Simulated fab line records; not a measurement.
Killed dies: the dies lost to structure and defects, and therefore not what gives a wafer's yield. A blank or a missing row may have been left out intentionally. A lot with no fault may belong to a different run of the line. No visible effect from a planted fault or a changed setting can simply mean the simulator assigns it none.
Matching of chambers | flow n5 finfet | N5_DUMMY_GATE_STRIP_48 on rie diel-03: 4 sister chambers
The step strips in N2/H2, time 20 s. 18 wafers are shown with their chamber, then 9 later ones without.

== WAFERS WITH THEIR CHAMBER ==
wafer  | chamber | drypump motor current A (A) | showerhead plenum p Torr (Torr) | throttle valve pct (%)
L077.1 | 0       | 5.4                         | 3.40                            | 12.02
L077.3 | 1       | 5.4                         | 3.30                            | 11.65
L077.5 | 0       | 5.5                         | 3.40                            | 12.01
L083.1 | 1       | 5.4                         | 3.29                            | 11.67
L083.5 | 3       | 5.1                         | 3.56                            | 12.11
L083.6 | 2       | 6.1                         | 3.25                            | 11.90
L089.1 | 3       | 5.1                         | 3.55                            | 12.16
L089.3 | 0       | 5.5                         | 3.39                            | 12.08
L089.4 | 2       | 6.1                         | 3.25                            | 11.91
L090.2 | 3       | 5.1                         | 3.55                            | 12.18
L090.3 | 1       | 5.4                         | 3.28                            | 11.72
L090.4 | 0       | 5.5                         | 3.38                            | 12.09
L091.3 | 0       | 5.5                         | 3.38                            | 12.09
L091.5 | 2       | 6.1                         | 3.25                            | 11.95
L091.6 | 3       | 5.1                         | 3.55                            | 12.16
L094.1 | 2       | 6.1                         | 3.24                            | 11.94
L094.5 | 1       | 5.4                         | 3.28                            | 11.76
L094.6 | 2       | 6.1                         | 3.24                            | 11.95

SIGNATURES (averages over the wafers above)
reading                  | chamber 0 | chamber 1 | chamber 2 | chamber 3 | scatter within a chamber
drypump motor current A  | 5.480     | 5.400     | 6.100     | 5.100     | 0.0239
showerhead plenum p Torr | 3.3900    | 3.2875    | 3.2460    | 3.5525    | 0.00788
throttle valve pct       | 12.0580   | 11.7000   | 11.9300   | 12.1525   | 0.0364
Rule: for a wafer and a chamber, the distance is found by dividing, reading by reading, the gap between the wafer's reading and the chamber's mean by the reading's scatter, squaring, summing and taking the root. The wafer belongs to the nearest chamber; if the next one is less than 2 further off, it can't be placed. How the scatter is found: for the shown wafers, subtract from each reading the mean of its chamber, square and add these, divide the total by (wafers less chambers), then take the root.

== WAFERS MISSING THEIR CHAMBER ==
wafer  | drypump motor current A (A) | showerhead plenum p Torr (Torr) | throttle valve pct (%)
L095.2 | 5.1                         | 3.55                            | 12.17
L095.3 | 5.5                         | 3.38                            | 12.12
L095.5 | 5.5                         | 3.38                            | 12.12
L096.1 | 5.4                         | 3.28                            | 11.75
L096.3 | 5.1                         | 3.54                            | 12.18
L096.5 | 5.5                         | 3.38                            | 12.11
L097.1 | 5.5                         | 3.38                            | 12.13
L097.2 | 6.2                         | 3.24                            | 11.97
L097.3 | 5.4                         | 3.28                            | 11.74

== CHAMBER TAKEN BY EACH ==
wafer  | from the rows above | in truth
L095.2 | 3                   | 3
L095.3 | 0                   | 0
L095.5 | 0                   | 0
L096.1 | 1                   | 1
L096.3 | 3                   | 3
L096.5 | 0                   | 0
L097.1 | 0                   | 0
L097.2 | 2                   | 2
L097.3 | 1                   | 1
9 of 9 placed correctly. Can't be placed from these rows: 0. Wrongly placed: 0.
